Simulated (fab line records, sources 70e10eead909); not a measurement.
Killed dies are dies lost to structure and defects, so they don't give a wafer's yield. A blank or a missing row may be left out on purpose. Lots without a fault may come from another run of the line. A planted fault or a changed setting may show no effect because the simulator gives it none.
Which tool did it? | flow nand_harc | 6 lots, 18 wafers sampled, at 5 steps of a route of 1159

WHAT THE GAUGES READ, wafer by wafer
NHARC_END_SORT_01.
lot  | measured     | on        | sort_bin_3_pct (%)
L731 | day 19 16:53 | prober-01 | 0.30 0.15 0.15
L735 | day 20 23:11 | prober-01 | 4.87 0.30 0.44
L746 | day 23 02:46 | prober-02 | 0.15 0.30 0.30
L749 | day 23 11:34 | prober-02 | 0.59 0.59 0.30
L752 | day 24 03:07 | prober-02 | 0.30 0.15 0.30
L751 | day 24 17:50 | prober-01 | 0 0.44 0.15

WHICH TOOL RAN EACH LOT (tool, then ch and the chambers of the sampled wafers, then the start)
lot  | NHARC_A_M1_PRE_CLEAN_30      | NHARC_THIN_TSV_CMP_01         | NHARC_THIN_TSV_STRIP_45              | NHARC_THIN_TSV_DEGAS_53
L731 | pvd_sputter-02, day 18 00:59 | cmp-01 ch 1,3, day 18 17:26   | plasma_asher-02 ch 0,1, day 18 21:03 | pvd_sputter-02, day 19 01:11
L735 | pvd_sputter-02, day 19 11:34 | cmp-01 ch 0,2, day 20 04:34   | plasma_asher-01 ch 0,1, day 20 06:56 | pvd_sputter-01, day 20 10:42
L746 | pvd_sputter-03, day 21 12:19 | cmp-01 ch 0,3, day 22 09:45   | plasma_asher-01 ch 0,1, day 22 12:08 | pvd_sputter-02, day 22 15:55
L749 | pvd_sputter-03, day 21 22:34 | cmp-01 ch 0,3, day 22 19:41   | plasma_asher-01 ch 0,1, day 22 22:10 | pvd_sputter-01, day 23 02:05
L752 | pvd_sputter-03, day 22 12:35 | cmp-01 ch 1,2,3, day 23 06:37 | plasma_asher-01 ch 0,1, day 23 09:01 | pvd_sputter-01, day 23 12:42
L751 | pvd_sputter-03, day 23 02:59 | cmp-01 ch 0,1,2, day 23 21:44 | plasma_asher-01 ch 0,1, day 23 23:57 | pvd_sputter-01, day 24 03:46
- NHARC_A_M1_PRE_CLEAN_30: time 30 s.
- NHARC_THIN_TSV_CMP_01: polishes.
- NHARC_THIN_TSV_STRIP_45: strips in O2.
- NHARC_THIN_TSV_DEGAS_53: time 60 s.

THE ANSWER, worked out from the rows above alone
Rule: what is usual is taken from the lots themselves. Put in order of their means at a reading, lots are off if they are a third of the lots or fewer, leave a main group of 4 or more, and stand apart from it by a gap of 3 or more times the standard deviation of the main group's means; of several such gaps the widest counts. A main group whose means are all the same, to the digits that the tables above print for the reading, isn't used. A lot without any number at a reading at which 4 lots or more have one is off too. The other lots that the step has rows for count as sound.
Off: L735, at NHARC_END_SORT_01 (sort_bin_3_pct). The main group: mean 0.28 %, standard deviation 0.11.
A tool fits if, at a process step before that reading, it ran every lot that is off, and no sound lot after the first of them. The gauges at NHARC_END_SORT_01 are tried like those tools. One fits: pvd_sputter-02 at NHARC_A_M1_PRE_CLEAN_30. Its last sound lot is L731 (day 18 00:59), its first lot that is off L735 (day 19 11:34): a fault that began between those two fits.

WHAT THE SIMULATOR HAD PUT IN
Chamber particle source: pvd_sputter-02, from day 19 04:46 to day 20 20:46, at NHARC_A_M1_PRE_CLEAN_30. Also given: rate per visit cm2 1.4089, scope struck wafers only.
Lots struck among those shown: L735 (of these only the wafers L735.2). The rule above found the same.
